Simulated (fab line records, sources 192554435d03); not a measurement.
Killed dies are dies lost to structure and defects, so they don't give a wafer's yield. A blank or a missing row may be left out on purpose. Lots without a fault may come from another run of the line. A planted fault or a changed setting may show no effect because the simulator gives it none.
Split-lot experiment | flow n5_finfet | 7 lots, 21 wafers read, on a route of 1938 steps

THE SPLIT
At N5_BEOL_M7_EXPOSE_08 (exposes mask M7), the setting dose_mj was moved away from the recipe's 68.25 on 7 of the 21 wafers read, by -6.9% to -1.9%. The other wafers ran this setting at the recipe's value.

FROM THE SPLIT TO THE READING: what the file shows between them, 15 steps
- N5_BEOL_M7_PEB_09: peb time 60 s
- N5_BEOL_M7_DEVELOP_10: develop time 30 s
- N5_BEOL_M7_CD_MEAS_11: target cd 38.5 nm
- N5_BEOL_M7_DESCUM_16: chemistry O2, time 7.9 s
- N5_BEOL_M7_ETCH_61: etches SiARC in CF4, target depth 45.5 nm, time 75.8 s
- N5_BEOL_M7_ETCH_62: etches SOC in N2/H2, target depth 110 nm, overetch 22 nm, time 165 s
- N5_BEOL_M7_STRIP_68: strips in N2/H2
- N5_BEOL_M7_STRIP_67: strips in CF4
- N5_BEOL_M7_HM_OPEN_17: chemistry Cl2/BCl3, target TiN, target depth 20 nm, overetch 6 nm
- N5_BEOL_M7_STRIP_19: strips in O2
- N5_BEOL_M7_CD_MEAS_18: pitch 80 nm, target cd 40 nm
- N5_BEOL_M7_COAT_63: time 60 s, resist thk 60 nm
- N5_BEOL_M7_COAT_64: time 60 s, resist thk 12 nm
- N5_BEOL_M7_PRECLEAN_42: cleans in residue remover, time 60 s
- N5_BEOL_M7_SRD_43: time 30 s

THE READING
cd_nm, in nm, at N5_BEOL_M7_CD_MEAS_35 (target cd 40 nm). Fault-free wafers of this fab line usually give 39.9 nm, standard deviation 0.64 nm.

wafer  | tool, chamber at the split | dose_mj as run | against the recipe | cd_nm, nm | against lot-mates on the recipe
L079.1 | arfi_scanner-03, 0         | 68.25          | recipe             | 40.1      | -
L079.4 | arfi_scanner-03, 0         | 68.25          | recipe             | 39.9      | -
L079.6 | arfi_scanner-03, 0         | 63.75          | -6.6%              | 36.6      | -3.4
L084.2 | arfi_scanner-03, 0         | 68.25          | recipe             | 40.3      | -
L084.3 | arfi_scanner-03, 0         | 68.25          | recipe             | 39.1      | -
L084.4 | arfi_scanner-03, 0         | 68.25          | recipe             | 39.7      | -
L086.1 | arfi_scanner-01, 0         | 64.55          | -5.4%              | 37.3      | -2.5
L086.3 | arfi_scanner-01, 0         | 64.55          | -5.4%              | 37.4      | -2.4
L086.4 | arfi_scanner-01, 0         | 68.25          | recipe             | 39.8      | -
L088.2 | arfi_scanner-03, 0         | 68.25          | recipe             | 39.9      | -
L088.4 | arfi_scanner-03, 0         | 68.25          | recipe             | 40.7      | -
L088.6 | arfi_scanner-03, 0         | 64.59          | -5.4%              | 38.3      | -2.0
L095.1 | arfi_scanner-01, 0         | 68.25          | recipe             | 39.6      | -
L095.3 | arfi_scanner-01, 0         | 66.97          | -1.9%              | 37.8      | -1.8
L095.6 | arfi_scanner-01, 0         | 66.97          | -1.9%              | 38.2      | -1.4
L096.3 | arfi_scanner-03, 0         | 68.25          | recipe             | 40.3      | -
L096.5 | arfi_scanner-03, 0         | 68.25          | recipe             | 38.9      | -
L096.6 | arfi_scanner-03, 0         | 63.51          | -6.9%              | 37.2      | -2.4
L097.2 | arfi_scanner-02, 0         | 68.25          | recipe             | 38.6      | -
L097.5 | arfi_scanner-02, 0         | 68.25          | recipe             | 39.8      | -
L097.6 | arfi_scanner-02, 0         | 68.25          | recipe             | 38.3      | -

THE FIT
A straight line over all 21 wafers: cd_nm changes by +0.39 nm for each +1% of dose_mj; r = +0.84; the points scatter about the line by 0.67 nm.
The same after taking each lot's own level away (the mean of its wafers on the recipe; 21 wafers): +0.429 nm for each +1%; r = +0.91; scatter 0.53 nm.
On that fit, the largest move of dose_mj shifts the reading by 3 nm.
The lots' own levels span 38.90 to 40.30 nm, that is 2.2 times the standard deviation above.
So the lot-to-lot level changes the slope little: the two slopes agree.
Check: with one of the wafers moved furthest among these (-6.9%) left out of the fit, the line predicts -3.29 nm for it against its lot-mates. It came out at -2.4 nm against them.

OTHER SPLITS ON THESE WAFERS
These wafers also went through other splits before the reading. Each is held against what the fit with the lots' levels taken away leaves over:
other split on the same wafers | wafers away from the commonest value | r with cd_nm (lot level and that fit taken away)
N5_BEOL_M5_EXPOSE_25 dose_mj   | 8                                    | +0.13
N5_BEOL_M7_COAT_05 spin_rpm    | 8                                    | +0.22

THE WHOLE CHAIN: every reading that the file lists as answering this split, in the file's order
step                  | what it does                                                         | reading                                                               | change (the file's fit)               | r (the file's)
N5_BEOL_M7_CD_MEAS_11 | target cd 38.5 nm                                                    | cd_nm                                                                 | +0.471 nm for each +1% of the setting | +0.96
N5_BEOL_M7_ETCH_61    | etches SiARC in CF4, target depth 45.5 nm, time 75.8 s               | BEOL_M7.cd_offset_nm (the simulator's own value, which no gauge read) | +0.45 nm for each +1% of the setting  | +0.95
N5_BEOL_M7_ETCH_62    | etches SOC in N2/H2, target depth 110 nm, overetch 22 nm, time 165 s | BEOL_M7.cd_offset_nm (the simulator's own value, which no gauge read) | +0.438 nm for each +1% of the setting | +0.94
N5_BEOL_M7_HM_OPEN_17 | chemistry Cl2/BCl3, target TiN, target depth 20 nm, overetch 6 nm    | BEOL_M7.cd_offset_nm (the simulator's own value, which no gauge read) | +0.426 nm for each +1% of the setting | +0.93
N5_BEOL_M7_CD_MEAS_18 | pitch 80 nm, target cd 40 nm                                         | cd_nm                                                                 | +0.462 nm for each +1% of the setting | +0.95
N5_BEOL_M7_CD_MEAS_35 | target cd 40 nm                                                      | cd_nm                                                                 | +0.432 nm for each +1% of the setting | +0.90

THE FILE'S OWN FIT
cd_nm changes by +0.432 nm for each +1% of dose_mj, r = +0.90.
